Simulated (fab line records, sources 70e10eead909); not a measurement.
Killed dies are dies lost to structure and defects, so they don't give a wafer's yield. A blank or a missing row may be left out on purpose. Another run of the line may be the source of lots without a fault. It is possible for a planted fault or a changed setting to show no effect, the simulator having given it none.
8D (eight disciplines) problem report, filled in by code || flow nand-harc || the parts of the form that need people (team, actions taken, sign-off) are left out

## 1. PROBLEM STATEMENT
At NHARC_A_STAIRCASE_ETCH_253, run-length-s averages 44.4 s over 2 wafers from 2 lots, while fault-free wafers read 41.6 s, standard deviation 0.47. That is +5.9 standard deviations from the usual mean.
The step: etches the open film in C4F8/O2, target depth 50 nm, time 20.2 s.
Earliest sighting: wafer L949.1 on rie-diel-02 at day 20 17:43. The record holds 34 wafers of 12 lots with a number at this step. By rule, "out" or "out of limits" means more than 4 standard deviations away from the usual mean. The rest of the wafers with a number are treated as sound.

## 2. WHAT IT IS, WHAT IT ISN'T
{"question": "which readings at this step", "is": "run-length-s", "is not": "oes-product-au, rf-vpp-V"}
{"question": "which lots", "is": "L949, L950", "is not": "L938, L939, L941, L942, L954, L955, L956, L957, L958, L960"}
{"question": "which wafers of those lots", "is": "L949.1, L950.1", "is not": "L949.5, L950.4"}
{"question": "read on which tools", "is": "rie-diel-02", "is not": "rie-diel-11, rie-diel-13"}
{"question": "when", "is": "from day 20 17:43", "is not": "up to then (13 sound wafers); but 19 sound wafers of L950, L954, L955, L956, L957, L958, L960 came after"}

## 3. WHAT RULES OUT EACH SUSPECT
Counting: any tool at a process step up to the reading remains a suspect provided it ran every lot that is out. Sound lots after the first of them don't rule it out here, since some wafers of a struck lot are sound.
- rie-diel-02 at NHARC_A_STAIRCASE_DESCUM_252 (chemistry O2, time 3 s): kept. It processed each lot that is out (first: L949, day 20 17:38); up to then, its last sound lot is L942 (day 18 02:51).
- rie-diel-02 at NHARC_A_STAIRCASE_ETCH_253 (etches the open film in C4F8/O2, target depth 50 nm, time 20.2 s): kept. It processed each lot that is out (first: L949, day 20 17:43); up to then, its last sound lot is L942 (day 18 02:56). Its own run-length-s readings are out on those wafers.
- Within rie-diel-02 at NHARC_A_STAIRCASE_DESCUM_252: the wafers that are out ran in chambers 2, 3; their sound lot-mates ran in chamber 1.
- Within rie-diel-02 at NHARC_A_STAIRCASE_ETCH_253: the wafers that are out ran in chamber 3; their sound lot-mates ran in chambers 1, 2.
After counting, rie-diel-02 at NHARC_A_STAIRCASE_DESCUM_252 and rie-diel-02 at NHARC_A_STAIRCASE_ETCH_253 remain.

## 4. THE CAUSE (what the simulator had put in)
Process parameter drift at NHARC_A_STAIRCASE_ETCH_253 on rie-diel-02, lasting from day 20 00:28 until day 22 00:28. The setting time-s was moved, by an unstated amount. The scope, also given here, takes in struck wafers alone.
After counting, 2 suspects remain, this tool included.

## 5. THE EFFECT CHAIN, in route order
One row per reading whose mean, taken over the struck wafers that have a number, lies over 3 standard deviations from the usual. Only readings whose record carries a usual standard deviation are examined. hours: median over the lots of the time between each lot's start at the first step of this table that gives one and its start at this step. sigmas: the change, counted in usual standard deviations.
{"hours": 0, "step": "NHARC_A_STAIRCASE_ETCH_253", "reading": "run-length-s", "usual": "41.6 s", "on struck wafers": 44.4, "change": "+2.8", "sigmas": "+5.9"}
Process steps it contains:
- NHARC_A_STAIRCASE_ETCH_253: etches the open film in C4F8/O2, target depth 50 nm, time 20.2 s.
At these later measuring or inspecting steps, every struck wafer for which the step has a row has a number for every such reading, and none has moved that far: NHARC_END_SORT_01.

## 6. HOW IT WOULD HAVE BEEN CAUGHT EARLIER
17 hours passed between the start of the fault at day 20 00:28 and the first reading out of limits in this record, taken at day 20 17:43.
